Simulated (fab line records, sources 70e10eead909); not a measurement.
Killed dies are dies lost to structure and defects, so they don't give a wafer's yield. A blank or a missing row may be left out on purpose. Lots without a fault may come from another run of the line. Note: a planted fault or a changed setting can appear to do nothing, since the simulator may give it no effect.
fab line records / flow nand-harc
record: lots: 4 wafers: 12 last-day: 30
route steps=1302 shown A_ONON_D1@438 A_CHANNEL_HOLE_D1@450 END@1302
lots that met no fault: taken from a fault-free run of the same line
start-h: hours from the record's first day to the start of the lot's first wafer shown / wait-h: hours from the lot's prior step to this one / " the same as in the row above / L1.1+2: several wafers, shown together as one row / - value missing, or start not given / * or withheld: withheld / < > ~ a bound
route shown NAME@n: names a module that has steps shown in the file, with the first one's number in the route / usual: average and standard deviation across the fault-free wafers / same: alike in all rows / chamber/n: place in a boat / sites: readings site by site / _std_site: their standard deviation / _edge_site: mean of outer sites minus mean of inner sites / radius-mm: for every site, how far away it sits from the centre of the wafer / mask NAME#n: copy n / behind: tool/chamber where the wafer was last shaped / hold: cause of the lot's hold/its duration in hours/its outcome / device: transistor that didn't switch, given as n, p or np / end of line: tests of these same wafers at the route's end / a step with no rows: only its recipe / killed: at the first sort, the dies lost to defects and structure; wafer yield is something else / map: per-die view of a wafer (x killed, . not killed, _ where there is no die)
set.NAME: setting as actually run; set.NAME@STEP: the setting as run at that earlier step / model.NAME: the simulator's own value behind a step, which no gauge read
a table for each step, a row for each wafer; lots at some steps of the route
services: when a tool's chamber went out of use (start-h, in hours from the record's first day, below 0 if earlier), for how many hours, and the reason
== steps ==
step: NHARC_A_ONON_D1_DEP_19
recipe: target-thk-a: 10000 n2-flow-sccm: 2750 n2o-flow-sccm: 2000 nh3-flow-sccm: 500 sih4-flow-sccm: 210 temp-c: 400
step: NHARC_A_ONON_D1_DEP_22
recipe: target-thk-a: 10000 n2-flow-sccm: 2750 n2o-flow-sccm: 2000 nh3-flow-sccm: 500 sih4-flow-sccm: 210 temp-c: 400
step: NHARC_A_ONON_D1_DEP_25
recipe: target-thk-a: 10000 n2-flow-sccm: 2750 n2o-flow-sccm: 2000 nh3-flow-sccm: 500 sih4-flow-sccm: 210 temp-c: 400
step: NHARC_A_ONON_D1_DEP_28
recipe: target-thk-a: 10000 n2-flow-sccm: 2750 n2o-flow-sccm: 2000 nh3-flow-sccm: 500 sih4-flow-sccm: 210 temp-c: 400
step: NHARC_A_ONON_D1_DEP_33
recipe: target-thk-a: 2000 temp-c: 400 pressure-torr: 6.5 rf-w: 900 teos-flow-sccm: 161.4 flow-sccm: 2650 target-thk-nm: 200 gas: O2 material: SiO2
step: NHARC_A_CHANNEL_HOLE_D1_DEP_00
recipe: target-thk-a: 31000 temp-c: 400 material: aC
usual: throttle-valve-pct: 35.001/0.0098
lot.wafer=L265.1 tool=acl-dep-01 chamber=0 start-h=207.56 wait-h=0.1 throttle-valve-pct=35.002
lot.wafer=L265.5 tool=acl-dep-01 chamber=0 start-h=208.83 wait-h=1.3 throttle-valve-pct=34.997
lot.wafer=L265.6 tool=acl-dep-01 chamber=0 start-h=208.83 wait-h=1.3 throttle-valve-pct=35.012
lot.wafer=L274.2 tool=acl-dep-01 chamber=0 start-h=310.02 wait-h=3.0 throttle-valve-pct=35.023
lot.wafer=L274.4 tool=acl-dep-01 chamber=0 start-h=310.02 wait-h=3.0 throttle-valve-pct=34.994
lot.wafer=L274.6 tool=acl-dep-01 chamber=0 start-h=310.02 wait-h=3.0 throttle-valve-pct=35.000
lot.wafer=L275.1 tool=acl-dep-01 chamber=0 start-h=321.29 wait-h=1.0 throttle-valve-pct=35.010
lot.wafer=L275.3 tool=acl-dep-01 chamber=0 start-h=321.29 wait-h=1.0 throttle-valve-pct=34.982
lot.wafer=L275.5 tool=acl-dep-01 chamber=0 start-h=321.29 wait-h=1.0 throttle-valve-pct=34.990
lot.wafer=L278.1 tool=acl-dep-03 chamber=0 start-h=344.08 wait-h=0.9 throttle-valve-pct=35.013
lot.wafer=L278.5 tool=acl-dep-03 chamber=0 start-h=345.36 wait-h=2.1 throttle-valve-pct=35.002
lot.wafer=L278.6 tool=acl-dep-03 chamber=0 start-h=345.36 wait-h=2.1 throttle-valve-pct=34.997
step: NHARC_A_CHANNEL_HOLE_D1_DEP_01
recipe: target-thk-a: 1400 target-thk-nm: 140 temp-c: 400 pressure-torr: 3.5 flow-sccm: 200 rf-w: 350 material: SiON
step: NHARC_A_CHANNEL_HOLE_D1_DEHYDRATE_02
recipe: temp-c: 150 time-s: 120
step: NHARC_A_CHANNEL_HOLE_D1_HMDS_03
recipe: time-s: 30
step: NHARC_A_CHANNEL_HOLE_D1_COAT_36
recipe: temp-c: 260 time-s: 75
step: NHARC_A_CHANNEL_HOLE_D1_COAT_37
recipe: temp-c: 225 time-s: 65
step: NHARC_A_CHANNEL_HOLE_D1_COAT_04
recipe: spin-rpm: 1500 resist-thk-nm: 90
step: NHARC_A_CHANNEL_HOLE_D1_SOFTBAKE_05
recipe: temp-c: 105 time-s: 55
step: NHARC_A_CHANNEL_HOLE_D1_EBR_06
step: NHARC_A_CHANNEL_HOLE_D1_EXPOSE_07
recipe: na: 1.35 target-cd-nm: 100 sigma-outer: 0.3 dose-mj: 59.65 mask-id: HOLE_D1
step: NHARC_A_CHANNEL_HOLE_D1_PEB_08
recipe: peb-temp-c: 100 peb-time-s: 65
step: NHARC_A_CHANNEL_HOLE_D1_DEVELOP_09
recipe: develop-time-s: 35 dev-temp-c: 23
step: NHARC_A_CHANNEL_HOLE_D1_DESCUM_15
recipe: time-s: 3 o2-flow-sccm: 200 ar-flow-sccm: 0 bias-power-w: 0 chemistry: O2
step: NHARC_A_CHANNEL_HOLE_D1_ETCH_38
recipe: target-depth-a: 390 over-etch-frac: 0.3 time-s: 65 ion-energy-ev: 80 cf4-flow-sccm: 150 ar-flow-sccm: 0 rf-w: 300 bias-w: 100 chemistry: CF4
step: NHARC_A_CHANNEL_HOLE_D1_ETCH_39
recipe: target-depth-a: 2600 over-etch-frac: 0.3 time-s: 325 ion-energy-ev: 200 n2-flow-sccm: 150 h2-flow-sccm: 150 ar-flow-sccm: 0 rf-w: 400 bias-w: 150 chemistry: N2/H2
step: NHARC_A_CHANNEL_HOLE_D1_ETCH_34
recipe: target-depth-a: 1540 time-s: 77 cf4-flow-sccm: 100 chf3-flow-sccm: 30 ar-flow-sccm: 0 rf-w: 500 bias-w: 200 chemistry: CF4/CHF3
step: NHARC_A_CHANNEL_HOLE_D1_ETCH_16
recipe: target-depth-a: 31000 over-etch-frac: 0.3 time-s: 806 ion-energy-ev: 150 o2-flow-sccm: 400 cos-flow-sccm: 20 ar-flow-sccm: 0 rf-w: 500 bias-w: 300 chemistry: O2/COS
step: NHARC_A_CHANNEL_HOLE_D1_ETCH_19
recipe: bias-v: 1200 source-w: 2500 pressure-mtorr: 15 time-s: 34.5 ar-flow-sccm: 375 c4f8-flow-sccm: 28.8 o2-flow-sccm: 96.2 temp-c: -20 target-depth-a: * chemistry: C4F8/O2/Ar
step: NHARC_A_CHANNEL_HOLE_D1_ETCH_20
recipe: bias-v: 3000 source-w: withheld pressure-mtorr: 20 time-s: 361.9 ar-flow-sccm: 375 c4f8-flow-sccm: 89.3 o2-flow-sccm: 35.7 temp-c: -20 target-depth-a: 16000 chemistry: C4F8/O2/Ar
step: NHARC_A_CHANNEL_HOLE_D1_ETCH_21
recipe: bias-v: 3000 source-w: withheld pressure-mtorr: 20 time-s: 514.3 ar-flow-sccm: 375 c4f8-flow-sccm: 89.3 o2-flow-sccm: 35.7 temp-c: -20 target-depth-a: 16000 chemistry: C4F8/O2/Ar
step: NHARC_A_CHANNEL_HOLE_D1_ETCH_22
recipe: bias-v: 3000 source-w: withheld pressure-mtorr: 20 time-s: 666.7 ar-flow-sccm: 375 c4f8-flow-sccm: 89.3 o2-flow-sccm: 35.7 temp-c: -20 target-depth-a: 16000 chemistry: C4F8/O2/Ar
step: NHARC_A_CHANNEL_HOLE_D1_ETCH_23
recipe: bias-v: 5000 source-w: withheld pressure-mtorr: 20 time-s: 819 ar-flow-sccm: 375 c4f8-flow-sccm: 89.3 o2-flow-sccm: 35.7 temp-c: -20 target-depth-a: 16000 chemistry: C4F8/O2/Ar
step: NHARC_A_CHANNEL_HOLE_D1_ETCH_24
recipe: bias-v: 5000 source-w: withheld pressure-mtorr: 20 time-s: 906.2 ar-flow-sccm: 375 c4f8-flow-sccm: 93.8 o2-flow-sccm: 31.2 temp-c: -20 target-depth-a: 15000 chemistry: C4F8/O2/Ar
step: NHARC_A_CHANNEL_HOLE_D1_ETCH_25
recipe: bias-v: 5000 source-w: withheld pressure-mtorr: 20 time-s: 1040.2 ar-flow-sccm: 375 c4f8-flow-sccm: 93.8 o2-flow-sccm: 31.2 temp-c: -20 target-depth-a: 15000 chemistry: C4F8/O2/Ar
step: NHARC_A_CHANNEL_HOLE_D1_ETCH_26
recipe: bias-v: 300 source-w: 2000 pressure-mtorr: 30 time-s: 224.1 ar-flow-sccm: 375 c4f8-flow-sccm: 11.4 o2-flow-sccm: 113.6 temp-c: -20 target-depth-a: 3000 chemistry: C4F8/O2/Ar
step: NHARC_A_CHANNEL_HOLE_D1_ETCH_33
recipe: bias-v: 400 source-w: 2000 pressure-mtorr: 25 time-s: 90 ar-flow-sccm: 375 c4f8-flow-sccm: 41.7 o2-flow-sccm: 83.3 temp-c: -20 target-depth-a: 4000 chemistry: C4F8/O2/Ar
step: NHARC_END_SORT_01
recipe: temp-c: 25
usual: killed-at-array: 55/20 killed-at-other: 1.2/1.3 killed-at-periphery: 4.0/3 killed-dies: 60/21 killed-open: 3.2/1.9 killed-short: 2.5/1.6
same: gross-dies: 677
lot.wafer=L265.1 tool=prober-01 chamber=0 start-h=591.38 wait-h=2.5 hold=- killed-at-array=88 killed-at-other=0 killed-at-periphery=2 killed-dies=90 killed-open=2 killed-short=3
lot.wafer=L265.5 tool=prober-01 chamber=0 start-h=594.56 wait-h=3.7 hold=- killed-at-array=113 killed-at-other=0 killed-at-periphery=3 killed-dies=116 killed-open=3 killed-short=3
lot.wafer=L265.6 tool=prober-01 chamber=0 start-h=595.36 wait-h=4.0 hold=- killed-at-array=105 killed-at-other=0 killed-at-periphery=4 killed-dies=109 killed-open=2 killed-short=5
lot.wafer=L275.1 tool=prober-01 chamber=0 start-h=701.52 wait-h=2.5 hold=await-dispo/3.4h/release killed-at-array=221 killed-at-other=0 killed-at-periphery=3 killed-dies=224 killed-open=1 killed-short=6
lot.wafer=L275.3 tool=prober-01 chamber=0 start-h=703.12 wait-h=3.1 hold=await-dispo/3.4h/release killed-at-array=189 killed-at-other=0 killed-at-periphery=3 killed-dies=192 killed-open=0 killed-short=0
lot.wafer=L275.5 tool=prober-01 chamber=0 start-h=704.73 wait-h=3.7 hold=await-dispo/3.4h/release killed-at-array=232 killed-at-other=0 killed-at-periphery=1 killed-dies=233 killed-open=0 killed-short=2
lot.wafer=L274.2 tool=prober-02 chamber=0 start-h=702.30 wait-h=2.8 hold=await-dispo/2.6h/release killed-at-array=244 killed-at-other=0 killed-at-periphery=6 killed-dies=250 killed-open=2 killed-short=2
lot.wafer=L274.4 tool=prober-02 chamber=0 start-h=703.91 wait-h=3.4 hold=await-dispo/2.6h/release killed-at-array=233 killed-at-other=2 killed-at-periphery=5 killed-dies=240 killed-open=2 killed-short=2
lot.wafer=L274.6 tool=prober-02 chamber=0 start-h=705.51 wait-h=4.0 hold=await-dispo/2.6h/release killed-at-array=208 killed-at-other=1 killed-at-periphery=4 killed-dies=213 killed-open=5 killed-short=3
lot.wafer=L278.1 tool=prober-02 chamber=0 start-h=723.74 wait-h=2.5 hold=- killed-at-array=77 killed-at-other=2 killed-at-periphery=4 killed-dies=83 killed-open=5 killed-short=2
lot.wafer=L278.5 tool=prober-02 chamber=0 start-h=726.94 wait-h=3.7 hold=- killed-at-array=82 killed-at-other=1 killed-at-periphery=5 killed-dies=88 killed-open=2 killed-short=5
lot.wafer=L278.6 tool=prober-02 chamber=0 start-h=727.74 wait-h=4.0 hold=- killed-at-array=90 killed-at-other=0 killed-at-periphery=2 killed-dies=92 killed-open=6 killed-short=2
killed by level:class
L265.1 A_CHANNEL_HOLE_D2:chamber-film-flake=27 A_SLIT:chamber-film-flake=25 A_CHANNEL_HOLE_D1:chamber-film-flake=21 A_CONTACT:chamber-film-flake=8 A_CHANNEL_HOLE_D1:geometric-particle:short=1 A_CHANNEL_FILL_D1:geometric-particle:open=1 A_DECK1_JOINT:geometric-particle:short=1 A_ONON_D2:geometric-particle:open=1
L265.5 A_CHANNEL_HOLE_D1:chamber-film-flake=36 A_CHANNEL_HOLE_D2:chamber-film-flake=36 A_SLIT:chamber-film-flake=26 A_CONTACT:chamber-film-flake=7 A_CHANNEL_FILL_D2:chamber-film-flake=2 P_CONTACT:geometric-particle:open=1 A_SOURCE_PLATE:geometric-particle:open=1 A_CHANNEL_FILL_D1:geometric-particle:short=1
L265.6 A_CHANNEL_HOLE_D2:chamber-film-flake=34 A_SLIT:chamber-film-flake=31 A_CHANNEL_HOLE_D1:chamber-film-flake=24 A_CONTACT:chamber-film-flake=9 A_CHANNEL_FILL_D2:geometric-particle:open=2 P_STI:geometric-particle:short=1 P_CONTACT:geometric-particle:short=1 P_M0:geometric-particle:short=1
L275.1 A_CHANNEL_HOLE_D1:area-dep=179 A_CHANNEL_HOLE_D2:chamber-film-flake=14 A_CHANNEL_HOLE_D1:chamber-film-flake=11 A_CONTACT:chamber-film-flake=4 A_CHANNEL_FILL_D2:chamber-film-flake=3 A_CHANNEL_HOLE_D2:geometric-particle:short=2 A_SLIT:chamber-film-flake=2 A_M0:chamber-film-flake=2
L274.2 A_CHANNEL_HOLE_D1:area-dep=164 A_SLIT:chamber-film-flake=34 A_CHANNEL_HOLE_D1:chamber-film-flake=33 A_STAIRCASE:chamber-film-flake=5 P_GATE:chamber-film-flake=4 P_M1:chamber-film-flake=2 A_DECK1_JOINT:geometric-particle:short=1 A_WL_FILL:geometric-particle:short=1
L275.3 A_CHANNEL_HOLE_D1:area-dep=138 A_CHANNEL_HOLE_D2:chamber-film-flake=22 A_CHANNEL_HOLE_D1:chamber-film-flake=10 A_STAIRCASE:chamber-film-flake=6 A_CONTACT:chamber-film-flake=5 A_SLIT:chamber-film-flake=4 P_STI:chamber-film-flake=2 A_CHANNEL_FILL_D2:chamber-film-flake=2
L274.4 A_CHANNEL_HOLE_D1:area-dep=161 A_SLIT:chamber-film-flake=34 A_CHANNEL_HOLE_D1:chamber-film-flake=30 A_CHANNEL_FILL_D2:chamber-film-flake=3 P_GATE:chamber-film-flake=2 THIN_TSV:chamber-film-flake=2 P_GATE:geometric-particle:open=1 A_CHANNEL_FILL_D1:geometric-particle:short=1
L275.5 A_CHANNEL_HOLE_D1:area-dep=179 A_CHANNEL_HOLE_D2:chamber-film-flake=18 A_CHANNEL_HOLE_D1:chamber-film-flake=13 A_SLIT:chamber-film-flake=7 A_STAIRCASE:chamber-film-flake=4 A_CONTACT:chamber-film-flake=3 A_DECK1_JOINT:chamber-film-flake=2 A_CHANNEL_FILL_D2:chamber-film-flake=2
L274.6 A_CHANNEL_HOLE_D1:area-dep=131 A_SLIT:chamber-film-flake=33 A_CHANNEL_HOLE_D1:chamber-film-flake=33 A_CONTACT:chamber-film-flake=4 P_GATE:geometric-particle:open=1 P_M0:geometric-particle:short=1 P_M0:geometric-particle:open=1 A_SOURCE_PLATE:geometric-particle:short=1
L278.1 A_CHANNEL_HOLE_D1:chamber-film-flake=32 A_SLIT:chamber-film-flake=23 A_CONTACT:chamber-film-flake=7 P_GATE:chamber-film-flake=3 A_ONON_D2:geometric-particle:open=2 A_STAIRCASE:chamber-film-flake=2 A_WL_FILL:chamber-film-flake=2 A_M0:chamber-film-flake=2
L278.5 A_CHANNEL_HOLE_D1:chamber-film-flake=33 A_SLIT:chamber-film-flake=32 A_CONTACT:chamber-film-flake=6 A_WL_FILL:chamber-film-flake=3 A_M0:geometric-particle:short=2 P_CONTACT:chamber-film-flake=2 A_STAIRCASE:chamber-film-flake=2 P_M0:geometric-particle:open=1
L278.6 A_CHANNEL_HOLE_D1:chamber-film-flake=37 A_SLIT:chamber-film-flake=31 A_STAIRCASE:chamber-film-flake=5 A_WL_FILL:chamber-film-flake=4 A_CONTACT:chamber-film-flake=4 A_CHANNEL_FILL_D2:geometric-particle:open=2 A_M0:chamber-film-flake=2 P_CONTACT:geometric-particle:short=1
map L274.2 (x killed, . not)
____________.____________
_________......._________
_______..........._______
______.............______
_____....xx...x....._____
____x................____
____...x.............____
___....xx......xx.x...___
___..x..x.x..xx....x.x___
__x...xx..x.xxxxxx.....__
__.........xxxxx...xx.x__
_...x.x.xxx.xxxx.xxxxx.._
_..x.x...xx.xxxx.xx.xx.._
_....xx..x.xxxxx...xxx.._
_......xxxxxxx.x.xxxxxx._
_...xxx.x.xxxx.xxxxxxxx._
.....x.xx.xxx..xx.xx.xx.x
....x.x.xxxx..xxxxxx.....
...x..x..xxx.xxxx..xx.x..
....xxx.xx.xxx..x..x.x...
..x...x.xx.xxxx..........
_....xxxxxxxx......x.x.._
_.x..xxxxx..xxx.xxxx.x.._
_.x..xxx.x..xxxx........_
_..x..xx..xx.....x..x..._
_.....x.x.x.xx.xx.x....._
__x...x....x.xx.xx.xx..__
__..x..xxxxx..xx.......__
___.xx.xxxxx.x......x.___
___........xxx.x.x....___
____.....x...........____
____.x.x....x..xx....____
_____.........x....._____
______x............______
_______x.x....x.x._______
_________......x_________
____________.____________
map L275.5 (x killed, . not)
____________.____________
_________......._________
_______..........._______
______........xx..x______
_____.........x....._____
____...............x.____
____..xxx..x...xxx...____
___......xx.x...x..x..___
___...x.x.xxxxxxx.....___
__...x......xxx.x.x...x__
__...x...xxxxxxxxx.x...__
_...xx.xx.xxxxxxxxx....._
_x..x.xx..xxxxxx........_
_..x.x.x..xxxxx.x......._
_.......xxxxxx.xx..x.x.._
_.....x.xxxxxxxx.x......_
..x.xxxxxxxxxxxx..xx.....
....x..xxxxxxx...x.......
......xx.xxxxx..xxxx.....
......xx.x.x.x.x....x....
.x..xx.xxxx.x..xx....x...
_...xxx...x.xxx.xxxxxx.._
_..x..xxxxxx.xxxxxxx...._
_..xxxx.xxxxx.x.x.xx.x.x_
_...xx...x...xx.xxxx...._
_.x.x....x...x..x...x..._
__.......x.x.x.....x...__
__....x.x..xxxx..x.....__
___...x.x..x...x......___
___........xx.....x...___
____....x.xx.........____
____...x........x....____
_____......x...xx..._____
______........x....______
_______..........._______
_________......._________
____________.____________
== services ==
tool=acl-dep-01 chamber=- start-h=189.52 hours=13.0 kind=pm
tool=acl-dep-03 chamber=- start-h=300.60 hours=13.0 kind=pm
== key ==
first-sign: step: NHARC_END_SORT_01 reading: killed-at-array direction: up sigmas: 8.2 usual: 55 struck: 221
effect: step: NHARC_END_SORT_01 reading: killed-dies direction: up sigmas: 8 usual: 60 struck: 225
more-kills-born-at: NHARC_A_CHANNEL_HOLE_D1_DEP_00@acl-dep-01: 952
met-at NHARC_A_CHANNEL_HOLE_D1_DEP_00
struck-wafers L274.2,L274.4,L274.6,L275.1,L275.3,L275.5
tester-left-out L274,L275
onset-between 207.56 310.02
fault: kind: process-parameter-drift tool: acl-dep-01 chamber: 0 onset-h: 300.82 steps: NHARC_A_CHANNEL_HOLE_D1_DEP_00 channel: target-thk-a offset: * shape: step end-h: 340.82 acts-in: * stated: *
tester-left-out: of these lots the tester's yield and bins aren't shown, on N5 and GAA mostly nor the transistor test; their killed dies are dies lost to structure and defects alone, not to doping, threshold or leakage, so they don't give the yield
